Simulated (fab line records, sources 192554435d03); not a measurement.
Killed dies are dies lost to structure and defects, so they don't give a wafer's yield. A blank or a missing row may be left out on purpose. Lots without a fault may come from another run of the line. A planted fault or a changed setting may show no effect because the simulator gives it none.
A struck lot beside a sound one | flow n5_finfet | 26 steps out of a route of 1938
Sound: wafers L371.2, L371.4, L371.5. Struck: wafers L383.2, L383.5, L383.6. The cause comes at the end.
At each step with rows: each side's tool, then ch and its chambers, then its first start. Under that, the readings that differ: sound wafers | struck wafers | difference of the means | sigmas: that difference in standard deviations of wafers without a fault.
alike: readings whose means differ by less than 2 such deviations, and words and numbers that are the same on both sides. not compared: withheld readings, readings that some wafer has no value for, bounds like >300 that may hide the same value, and numbers for which the record gives no deviation and whose values overlap.
The two part at a step that has a row with sigmas, a row that says differs or no value, or rows on one side only. Numbers that don't overlap but have no deviation are shown without sigmas and don't part them. A reading that every wafer of one side lacks parts them only if that side has two wafers or more.

first, 9 steps without rows for these wafers: N5_BEOL_M0_SAQP_EXPOSE_11 (exposes mask M0 CORE, target cd 42 nm); N5_BEOL_M0_SAQP_PEB_12 (peb time 60 s); N5_BEOL_M0_SAQP_DEVELOP_13 (develop time 30 s); N5_BEOL_M0_SAQP_DESCUM_19 (chemistry O2, time 7.9 s); N5_BEOL_M0_SAQP_ETCH_83 (etches SiARC in CF4, target depth 39 nm, time 65 s); N5_BEOL_M0_SAQP_ETCH_84 (etches SOC in N2/H2, target depth 100 nm, overetch 20 nm, time 150 s); N5_BEOL_M0_SAQP_STRIP_80 (strips in N2/H2); N5_BEOL_M0_SAQP_HM_OPEN_112 (chemistry CHF3/O2, target SiO2, stops on a-Si, target depth 12 nm, time 13.5 s); N5_BEOL_M0_SAQP_STRIP_113 (strips in CHF3/O2).
N5_BEOL_M0_SAQP_MANDREL_ETCH_20: etches a-Si in HBr/Cl2, stops on SiNx, target depth 60 nm, bt time 10 s, time 30 s.
  sound on rie_si-04 ch 2,3, day 7 05:23; struck on rie_si-04 ch 0,1,3, day 10 08:32
  reading                                         | sound          | struck         | difference | sigmas
  model.SOC_of_BEOL_M0_SAQP_COAT_81.thk_nm (nm)   | 75.2 76.2 75.2 | 67.2 67.2 67   | -8.4       |
  model.SiNx_of_BEOL_M0_SAQP_PECVD_97.thk_nm (nm) | 18.2 18.2 17.8 | 12.8 13.6 13.8 | -4.7       |
  alike: HBr_flow_sccm, drypump_motor_current_A, mfc_cl2_sccm, oes_product_au, throttle_valve_pct
  not compared: rf_hours_counter_h
then, 12 steps without rows for these wafers: N5_BEOL_M0_SAQP_STRIP_86 (strips in N2/H2); N5_BEOL_M0_SAQP_STRIP_115 (strips in post etch residue remover, time 60 s); N5_BEOL_M0_SAQP_SRD_93 (time 30 s); N5_BEOL_M0_SAQP_RECESS_114 (chemistry HF/NH3, target SiO2, target depth 14.4 nm, afs cycles 3, sublimation time 60 s); N5_BEOL_M0_SAQP_SPACER1_ALD_98 (deposits SiO2, target thk 12.8 nm, pulse time 1 s, purge time 2 s); N5_BEOL_M0_SAQP_SPACER1_ETCHBACK_99 (etches SiO2 in CHF3/O2, target depth 15.4 nm, time 7.7 s); N5_BEOL_M0_SAQP_MANDREL1_REMOVE_100 (chemistry HBr/Cl2/O2, target a-Si, stops on SiNx, bt time 10 s); N5_BEOL_M0_SAQP_ETCH_101 (etches SiNx in CH3F/O2, target depth 29.9 nm, time 42.7 s); N5_BEOL_M0_SAQP_ETCH_102 (etches SiO2 in CF4, target depth 4 nm, time 4.4 s); N5_BEOL_M0_SAQP_MANDREL_ETCH_103 (etches a-Si in HBr/Cl2, stops on SiCN, target depth 45 nm, bt time 10 s, time 27 s); N5_BEOL_M0_SAQP_RECESS_104 (chemistry HF/NH3, target SiO2, target depth 18 nm, afs cycles 3, sublimation time 60 s); N5_BEOL_M0_SAQP_COAT_105 (time 60 s, resist thk 100 nm).
N5_BEOL_M0_SAQP_ETCH_106: etches SOC in N2/H2, stops on SiNx, target depth 150 nm.
  sound on rie_diel-06 ch 1,3, day 7 07:28; struck on rie_diel-06 ch 1,2,3, day 10 10:56
  reading                                         | sound        | struck       | difference | sigmas
  model.SiNx_of_BEOL_M0_SAQP_PECVD_97.thk_nm (nm) | 15.2 15.2 15 | 10 10.6 10.8 | -5         |
  alike: drypump_motor_current_A, oes_product_au, rf_vpp_V, showerhead_plenum_p_Torr, throttle_valve_pct
  not compared: rf_hours_counter_h
then, 1 step without rows for these wafers: N5_BEOL_M0_SAQP_ETCH_107 (etches SiNx in CH3F/O2, target depth 30 nm).
-- the record jumps here: 2 days lie between the struck wafers' starts before and after (it left off in module BEOL_M0_SAQP and takes up again in module BEOL_M4, whose first step shown is number 1111 of the route) --
N5_BEOL_M4_RC_MEAS_101:
  sound on prober-02 ch 0, day 9 20:43; struck on prober-01 ch 0, day 12 15:49
  reading        | sound          | struck         | difference | sigmas
  IOFF_P (nA/um) | 0.29 0.24 0.24 | 0.17 0.18 0.18 | -0.08      | -2
  VT_N (mV)      | 242 251 249    | 252 253 258    | +7         | +2
  VT_P (mV)      | -245 -247 -248 | -254 -254 -254 | -7         | -2
  alike: DIBL_N, DIBL_P, IOFF_N, ION_N, ION_P, SS_N, SS_P
N5_PASSIVATION_PROBE_49:
  the record has rows for the sound wafers here (prober-01, day 13 23:04) and none for the struck ones

WHERE THEY PART
First at N5_BEOL_M4_RC_MEAS_101; last, within this record, at N5_PASSIVATION_PROBE_49.

WHY: what the simulator had put in
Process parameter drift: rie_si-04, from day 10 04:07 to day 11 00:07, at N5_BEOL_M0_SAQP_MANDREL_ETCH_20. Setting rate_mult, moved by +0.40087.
